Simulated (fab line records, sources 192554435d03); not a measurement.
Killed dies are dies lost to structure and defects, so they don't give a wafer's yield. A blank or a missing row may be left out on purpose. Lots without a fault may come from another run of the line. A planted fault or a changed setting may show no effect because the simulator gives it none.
Split-lot experiment | flow n5_finfet | 7 lots, 21 wafers read, on a route of 1938 steps

THE SPLIT
At N5_BEOL_M2_ILD_DEP_00 (deposits SiOC from DEMS/O2, target thk 79 nm, time 15.3 s), the setting time_s was moved away from the recipe's 15.3 s on 8 of the 21 wafers read, by -9.5% to +11.6%. The other wafers ran this setting at the recipe's value.

The file shows no step between the split and the reading.

THE READING
M2_ILD_THK, in nm, at N5_BEOL_M2_THK_MEAS_01. Fault-free wafers of this fab line usually give 79.0 nm, standard deviation 1 nm.

wafer  | tool, chamber at the split | time_s as run, s | against the recipe | M2_ILD_THK, nm | against lot-mates on the recipe
L075.1 | pecvd-01, 2                | 14.37            | -6.1%              | 75.1           | -5.7
L075.2 | pecvd-01, 0                | 14.37            | -6.1%              | 73.5           | -7.3
L075.5 | pecvd-01, 2                | 15.3             | recipe             | 80.8           | -
L078.1 | pecvd-01, 1                | 15.3             | recipe             | 79.0           | -
L078.2 | pecvd-01, 2                | 15.3             | recipe             | 78.7           | -
L078.5 | pecvd-01, 2                | 15.3             | recipe             | 80.9           | -
L079.2 | pecvd-04, 2                | 16.06            | +5.0%              | 81.2           | +3.1
L079.3 | pecvd-04, 0                | 15.3             | recipe             | 78.1           | -
L079.4 | pecvd-04, 0                | 16.06            | +5.0%              | 83.3           | +5.2
L085.1 | pecvd-01, 2                | 15.3             | recipe             | 78.8           | -
L085.5 | pecvd-01, 0                | 13.85            | -9.5%              | 72.9           | -5.9
L085.6 | pecvd-01, 1                | 13.85            | -9.5%              | 72.6           | -6.2
L090.2 | pecvd-01, 1                | 15.3             | recipe             | 78.3           | -
L090.5 | pecvd-01, 1                | 15.3             | recipe             | 78.7           | -
L090.6 | pecvd-01, 2                | 17.08            | +11.6%             | 88.6           | +10.1
L096.1 | pecvd-01, 1                | 15.3             | recipe             | 79.7           | -
L096.4 | pecvd-01, 1                | 15.3             | recipe             | 80.4           | -
L096.6 | pecvd-01, 1                | 14.55            | -4.9%              | 77.2           | -2.9
L097.1 | pecvd-03, 0                | 15.3             | recipe             | 78.1           | -
L097.2 | pecvd-03, 1,2              | 15.3             | recipe             | 79.3           | -
L097.4 | pecvd-03, 1,2              | 15.3             | recipe             | 79.4           | -
Where a row lists several chambers, the file gives one row for several wafers and doesn't say which wafer went through which chamber.

THE FIT
A straight line over all 21 wafers: M2_ILD_THK changes by +0.719 nm for each +1% of time_s; r = +0.96; the points scatter about the line by 1 nm.
The same after taking each lot's own level away (the mean of its wafers on the recipe; 21 wafers): +0.796 nm for each +1%; r = +0.97; scatter 1 nm.
On that fit, the largest move of time_s shifts the reading by 9.3 nm.
The lots' own levels span 78.10 to 80.80 nm, that is 2.7 times the standard deviation above.
So the lot-to-lot level changes the slope little: the two slopes agree.
Check: with one of the wafers moved furthest among these (+11.6%) left out of the fit, the line predicts +8.88 nm for it against its lot-mates. It came out at +10.1 nm against them.

OTHER SPLITS ON THESE WAFERS
These wafers also went through other splits before the reading. Each is held against what the fit with the lots' levels taken away leaves over:
other split on the same wafers            | wafers away from the commonest value | r with M2_ILD_THK (lot level and that fit taken away)
N5_BEOL_M0_SAQP_SPACER1_ALD_98 ald_cycles | 9                                    | -0.05
N5_BEOL_M0_SPUTTER_116 time_s             | 8                                    | -0.06
N5_BEOL_M1_COAT_05 spin_rpm               | 5                                    | +0.00
N5_BEOL_M1_ETCH_64 time_s                 | 6                                    | -0.05

THE WHOLE CHAIN: every reading that the file lists as answering this split, in the file's order
step                   | what it does                                              | reading                                                                            | change (the file's fit)               | r (the file's)
N5_BEOL_M2_ILD_DEP_00  | deposits SiOC from DEMS/O2, target thk 79 nm, time 15.3 s | SiOC_of_BEOL_M2_ILD_DEP_00.thk_nm (the simulator's own value, which no gauge read) | +0.802 nm for each +1% of the setting | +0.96
N5_BEOL_M2_THK_MEAS_01 |                                                           | M2_ILD_THK                                                                         | +0.804 for each +1% of the setting    | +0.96

THE FILE'S OWN FIT
M2_ILD_THK changes by +0.804 nm for each +1% of time_s, r = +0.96.
